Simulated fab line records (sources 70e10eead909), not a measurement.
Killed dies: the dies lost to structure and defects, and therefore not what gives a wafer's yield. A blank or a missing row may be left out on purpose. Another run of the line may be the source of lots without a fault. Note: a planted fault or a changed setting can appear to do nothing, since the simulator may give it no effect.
8D (eight disciplines) problem report, filled in by code	flow nand-harc	the parts of the form that need people (team, actions taken, sign-off) are left out

1. WHAT WENT WRONG
raw-defect-count at NHARC_A_CHANNEL_HOLE_D1_INSPECT_40 reads a mean of 412 on 6 wafers of 2 lots; wafers without a fault read 71 with a standard deviation of 26. Measured from the usual mean, that is +13 standard deviations.
First seen on wafer L910.2, day 14 22:18, on defect-inspect-02. The record has a number at this step for 33 wafers belonging to 11 lots. Rule for "out" (also "out of limits"): further than 4 standard deviations from the usual mean. The other wafers with a number count as sound.

2. WHAT THIS IS AND IS NOT
question	is	is not
which readings at this step	raw-defect-count	-
which lots	L910, L913	L898, L900, L904, L907, L909, L912, L914, L919, L920
which wafers of those lots	all that have a number	-
read on which gauges	defect-inspect-02	defect-inspect-01
when	from day 14 22:18	up to then (15 sound wafers); but 12 sound wafers of L912, L914, L919, L920 came after

3. SUSPECTS, AND WHAT RULES EACH OUT
Counting: a tool stays on the suspect list if, at a process step up to the reading, it processed all lots that are out and no sound lot following the first of them.
- the gauge at NHARC_A_CHANNEL_HOLE_D1_INSPECT_40: kept. All the wafers that are out were read on defect-inspect-02, and no step on other tools shows them out.
- har-etch-02 at NHARC_A_CHANNEL_HOLE_D1_ETCH_25 (etches the open film in C4F8/O2/Ar, time 1040.2 s, target depth 1500 nm): ruled out as a lasting fault. Following L910 (day 14 19:31), the first lot on it that is out, the sound lots L920 were run on it.
- rie-diel-10 at NHARC_A_CHANNEL_HOLE_D1_ETCH_44 (etches the open film in CF4/O2, target depth 140 nm, overetch 14 nm, time 77 s): ruled out as a lasting fault. Following L910 (day 14 21:20), the first lot on it that is out, the sound lots L914, L919 were run on it.
- rie-diel-10 at NHARC_A_CHANNEL_HOLE_D1_STRIP_27 (strips in O2): ruled out as a lasting fault. Following L910 (day 14 22:13), the first lot on it that is out, the sound lots L914, L919 were run on it. Because NHARC_A_CHANNEL_HOLE_D1_STRIP_27 lacks a start for some lots, the hours and order of its lots are taken from NHARC_A_CHANNEL_HOLE_D1_XSEM_31.
Left after counting: defect-inspect-02 at NHARC_A_CHANNEL_HOLE_D1_INSPECT_40.

4. THE CAUSE (what the simulator had put in)
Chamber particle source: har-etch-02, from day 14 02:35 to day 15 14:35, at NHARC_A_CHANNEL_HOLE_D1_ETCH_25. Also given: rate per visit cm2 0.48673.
It was ruled out by counting, in error; the rule expects a fault to strike all lots run on its tool from its start on, and this fault did not.

5. SEQUENCE OF EFFECTS, ordered by route
Each row: a reading whose mean over the struck wafers that have a number lies more than 3 standard deviations from the usual. Scope: only readings with a usual standard deviation given in the record; hours: median across lots of the time from each lot's start at the first step in this table that gives one to its start at this step; sigmas: change in usual standard deviations.
hours	step	reading	usual	on struck wafers	change	sigmas
0	NHARC_A_CHANNEL_HOLE_D1_INSPECT_40	raw-defect-count	71	412	+341	+13
Later measuring or inspecting steps at which every struck wafer that the step has a row for has a number for every such reading, and none has moved that far: NHARC_END_SORT_01.

6. WHAT WOULD HAVE CAUGHT IT SOONER
The first out-of-limits reading at a measuring or inspecting step in this record came at day 14 22:18, 20 hours after the fault's start at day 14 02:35.
Tool readings at NHARC_A_CHANNEL_HOLE_D1_ETCH_25 with a usual standard deviation given in the record: none out on any struck wafer, hence no alarm at a limit of 4 standard deviations on them.
